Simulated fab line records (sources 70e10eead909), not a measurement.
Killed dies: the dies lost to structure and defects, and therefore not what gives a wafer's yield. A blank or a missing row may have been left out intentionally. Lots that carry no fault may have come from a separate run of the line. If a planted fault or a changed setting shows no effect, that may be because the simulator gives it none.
Which tool is to blame? -- flow nandHarc -- 12 lots with 36 wafers sampled at 4 steps, on a route of 1302 steps

## WHAT EACH GAUGE READ, for each wafer
The record lacks any reading of a measuring or inspecting step that a usual standard deviation could be used to judge.

## WHICH TOOL RAN EACH LOT (tool, then ch and the chambers of the sampled wafers, then the start)
lot,NHARC_P_GATE_DESCUM_13,NHARC_P_GATE_STRIP_108,NHARC_P_GATE_STRIP_112,NHARC_P_GATE_STRIP_67
L547,"rieDiel-04 ch 2,3, day 4 08:41","rieDiel-07 ch 1,2,3, day 4 23:14","plasmaAsher-01 ch 0,1, day 5 12:43","wetBench-06 ch 1,4,5, day 5 16:23"
L548,"rieDiel-07 ch 0,2,3, day 4 22:43","rieDiel-07 ch 0,1, day 5 13:12","plasmaAsher-01 ch 0,1, day 6 02:38","wetBench-01 ch 0,6,7, day 6 06:25"
L554,"rieDiel-07 ch 1,2, day 7 12:43","rieDiel-07 ch 1,2, day 8 03:19","plasmaAsher-02 ch 0,1, day 8 16:53","wetBench-06 ch 2,5,6, day 8 20:37"
L555,"rieDiel-07 ch 0,1,2, day 8 05:38","rieDiel-07 ch 1,3, day 9 02:08","plasmaAsher-02 ch 0,1, day 9 15:34","wetBench-06 ch 1,2,4, day 9 19:22"
L562,"rieDiel-04 ch 1,3, day 10 17:10","rieDiel-04 ch 0,2,3, day 11 14:35","plasmaAsher-01 ch 1, day 12 04:07","wetBench-04 ch 1,2,5, day 12 07:47"
L563,"rieDiel-07 ch 0,2, day 11 04:53","rieDiel-07 ch 1,2, day 12 00:14","plasmaAsher-01 ch 0,1, day 12 13:26","wetBench-06 ch 1,3,4, day 12 17:16"
L564,"rieDiel-12 ch 1,2, day 11 10:26","rieDiel-07 ch 1,2, day 12 04:11","plasmaAsher-02 ch 0,1, day 12 17:28","wetBench-06 ch 0,4,5, day 12 21:13"
L565,"rieDiel-07 ch 0,1,2, day 11 18:02","rieDiel-07 ch 0,1, day 12 09:57","plasmaAsher-02 ch 0,1, day 12 23:21","wetBench-06 ch 0,2,6, day 13 03:08"
L566,"rieDiel-07 ch 0,1,3, day 12 06:16","rieDiel-04 ch 0,2,3, day 12 23:11","plasmaAsher-01 ch 0,1, day 13 12:35","wetBench-06 ch 0,5,6, day 13 16:22"
L567,"rieDiel-04 ch 1,2, day 12 13:28","rieDiel-04 ch 1,2,3, day 13 06:25","plasmaAsher-01 ch 0,1, day 13 20:02","wetBench-06 ch 4,5,6, day 13 23:53"
L569,"rieDiel-04 ch 1,3, day 13 13:29","rieDiel-12 ch 1,2, day 14 13:04","plasmaAsher-02 ch 0,1, day 15 02:28","wetBench-06 ch 0,1,7, day 15 06:11"
L570,"rieDiel-12 ch 0,3, day 13 23:05","rieDiel-04 ch 2,3, day 14 16:29","plasmaAsher-02 ch 0,1, day 15 08:01","wetBench-06 ch 5,6,7, day 15 12:02"
- NHARC_P_GATE_DESCUM_13: chemistry O2, time 3 s.
- NHARC_P_GATE_STRIP_108: strips in O2.
- NHARC_P_GATE_STRIP_112: strips in N2/H2, time 200 s.
- NHARC_P_GATE_STRIP_67: strips in SPM, time 600 s.

## WHAT THE TOOLS THEMSELVES READ (means of the sampled wafers that have a number; where no wafer has one, the mark that the record gives instead)
NHARC_P_GATE_DESCUM_13.
lot,tool,drypumpMotorCurrentA (A),oesProductAu (a.u.),rfVppV (V),showerheadPlenumPTorr (Torr),throttleValvePct (%)
L547,rieDiel-04,5.5,1.012,58.2,1.95,11.320
L548,rieDiel-07,5.7,0.993,57.4,1.85,11.308
L554,rieDiel-07,5.5,1.000,58.2,1.96,11.309
L555,rieDiel-07,5.6,0.984,57.8,1.90,11.309
L562,rieDiel-04,5.7,1.004,57.4,1.93,11.300
L563,rieDiel-07,5.7,0.983,57.9,1.90,11.310
L564,rieDiel-12,5.8,0.995,56.8,1.80,11.311
L565,rieDiel-07,5.6,0.994,57.5,1.90,11.311
L566,rieDiel-07,5.6,0.984,57.6,1.84,11.313
L567,rieDiel-04,5.4,1.004,58.9,1.97,11.316
L569,rieDiel-04,5.6,1.001,58.7,1.95,11.316
L570,rieDiel-12,5.2,0.987,58.8,1.90,11.311

NHARC_P_GATE_STRIP_108.
lot,tool,drypumpMotorCurrentA (A),oesProductAu (a.u.),rfVppV (V),showerheadPlenumPTorr (Torr),throttleValvePct (%)
L547,rieDiel-07,5.63,0.990,57.9,3.51,17.031
L548,rieDiel-07,5.57,1.006,57.6,3.42,17.034
L554,rieDiel-07,5.56,0.993,57.8,3.61,17.054
L555,rieDiel-07,5.69,1.000,56.6,3.40,17.040
L562,rieDiel-04,5.77,1.004,57.5,3.62,17.044
L563,rieDiel-07,5.58,0.978,57.8,3.60,17.033
L564,rieDiel-07,5.57,0.991,58.4,3.60,17.031
L565,rieDiel-07,5.47,0.999,57.8,3.50,17.037
L566,rieDiel-04,5.76,1.001,58.3,3.62,17.040
L567,rieDiel-04,5.59,1.000,58.5,3.59,17.033
L569,rieDiel-12,5.78,1.000,58.0,3.34,17.034
L570,rieDiel-04,5.50,1.014,57.1,3.58,17.039

NHARC_P_GATE_STRIP_112.
lot,tool,drypumpMotorCurrentA (A),heaterPowerW (W),tempC (C)
L547,plasmaAsher-01,5.7,88,109.97
L548,plasmaAsher-01,5.7,90,109.88
L554,plasmaAsher-02,6.4,92,110.07
L555,plasmaAsher-02,6.4,92,109.93
L562,plasmaAsher-01,5.7,94,109.99
L563,plasmaAsher-01,5.7,88,109.89
L564,plasmaAsher-02,6.2,86,109.85
L565,plasmaAsher-02,6.4,92,109.87
L566,plasmaAsher-01,5.7,87,109.93
L567,plasmaAsher-01,5.7,91,110.04
L569,plasmaAsher-02,6.1,87,110.12
L570,plasmaAsher-02,6.2,87,110.00

NHARC_P_GATE_STRIP_67.
lot,tool,bathGuardTempC (C),tempC (C)
L547,wetBench-06,129.8,129.99
L548,wetBench-01,129.9,129.85
L554,wetBench-06,124.9,125.27
L555,wetBench-06,125.1,125.40
L562,wetBench-04,130.4,130.07
L563,wetBench-06,130.0,130.03
L564,wetBench-06,130.0,130.02
L565,wetBench-06,129.8,129.88
L566,wetBench-06,129.9,129.94
L567,wetBench-06,129.5,130.00
L569,wetBench-06,130.4,130.02
L570,wetBench-06,129.7,129.98

## THE ANSWER, worked out from the rows above alone
Rule: what is usual is taken from the lots themselves. The widest of any qualifying gaps counts: lots, ordered by their means at a reading, are off when they make up no more than a third of the lots, leave a main group of 4 or more, and stand apart from it by 3 or more times the standard deviation of that group's means. Not used: any main group whose means are identical at the precision the tables above print for the reading. A lot without any number at a reading at which 4 lots or more have one is off too. Any other lot the step has rows for is counted as sound. The gauges are gone through in route order, then the tools' own readings, and for those a lot's mean is taken as printed above. The first step at which some lot is off is used, and at that step the reading that is off furthest; a lot without a number counts as furthest.
Off: L554, L555, at NHARC_P_GATE_STRIP_67 (tempC). Main group: mean 129.98 C, sd 0.065.
If a tool, at that step or one of the process steps before it, ran each lot that is off and ran no sound lot following the first of them, it fits. No candidate that was tried fits.

## WHAT THE SIMULATOR HAD INSERTED
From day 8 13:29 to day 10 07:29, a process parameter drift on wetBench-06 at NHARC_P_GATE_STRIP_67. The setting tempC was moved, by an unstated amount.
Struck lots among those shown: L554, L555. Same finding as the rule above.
